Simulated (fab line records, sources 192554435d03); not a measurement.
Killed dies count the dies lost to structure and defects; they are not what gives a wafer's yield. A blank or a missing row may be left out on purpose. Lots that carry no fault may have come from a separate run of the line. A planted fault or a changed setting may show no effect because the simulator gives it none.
One fault through the eyes of 2 desks / flow n5 finfet / each desk has only its own numbers; what lay behind them comes last

== AT THE METROLOGY DESK ==
Lot by lot, what the gauges showed, no matter which tool ran the lot: averages of those sampled wafers that carry a number. Marked OUT: a lot whose mean sits more than 4 standard deviations from the usual mean, which makes it out of limits; the brackets give that distance.
Columns: A = cd nm at N5_PASSIVATION_CD_MEAS_30, usual 3999.5 nm
lot=L903; first seen here=day 11 19:19; A=4000.8
lot=L907; first seen here=day 12 23:38; A=4000.9
lot=L908; first seen here=day 13 16:17; A=3998.8
lot=L911; first seen here=day 14 07:58; A=3999.2
lot=L914; first seen here=day 15 04:44; A=4001.9
lot=L916; first seen here=day 15 13:53; A=3999.2
lot=L920; first seen here=day 16 02:29; A=3998.1
lot=L919; first seen here=day 16 06:46; A=3999.0
lot=L923; first seen here=day 17 10:49; A=3998.5
lot=L924; first seen here=day 17 11:13; A=3997.8
lot=L926; first seen here=day 17 11:40; A=3999.8
This desk's finding: nothing out of limits on any of the 11 lots.

== THE TOOL OWNER'S DESK: cmp-04 ==
The tool's own readings at N5_MOL_CONTACT_COAG_CMP_23 (polishes, stops on SiO2, t overpolish 1.5 s, target thk 0 nm): means of the sampled wafers that have a number, for each lot that ran on this tool. Marked OUT: a lot whose mean sits more than 4 standard deviations from the usual mean, which makes it out of limits; the brackets give that distance.
Columns: A = motor current A at N5_MOL_CONTACT_COAG_CMP_23, usual 8.0 A; B = overpolish run s at N5_MOL_CONTACT_COAG_CMP_23, usual 1.501 s; C = platen rpm at N5_MOL_CONTACT_COAG_CMP_23, usual 50.29 rpm; D = slurry flow ml min at N5_MOL_CONTACT_COAG_CMP_23, usual 150.0; E = time to endpoint s at N5_MOL_CONTACT_COAG_CMP_23, usual 9.8 s
lot=L907; first seen here=day 6 03:54; A=7.4; B=1.498; C=50.26; D=149.7; E=11.0
lot=L908; first seen here=day 6 07:55; A=7.3; B=1.498; C=50.28; D=150.6; E=9.8
lot=L911; first seen here=day 7 08:20; A=8.0; B=1.499; C=50.30; D=149.6; E=12.3
lot=L914; first seen here=day 7 22:35; A=7.3; B=1.497; C=50.32; D=150.0; E=9.2
This desk's finding: nothing out of limits on any of the 4 lots.

== PUT TOGETHER ==
Nothing out of limits was seen by the metrology desk.
The desk of the tool owner found nothing out of limits.

== WHAT THE SIMULATOR HAD PUT IN ==
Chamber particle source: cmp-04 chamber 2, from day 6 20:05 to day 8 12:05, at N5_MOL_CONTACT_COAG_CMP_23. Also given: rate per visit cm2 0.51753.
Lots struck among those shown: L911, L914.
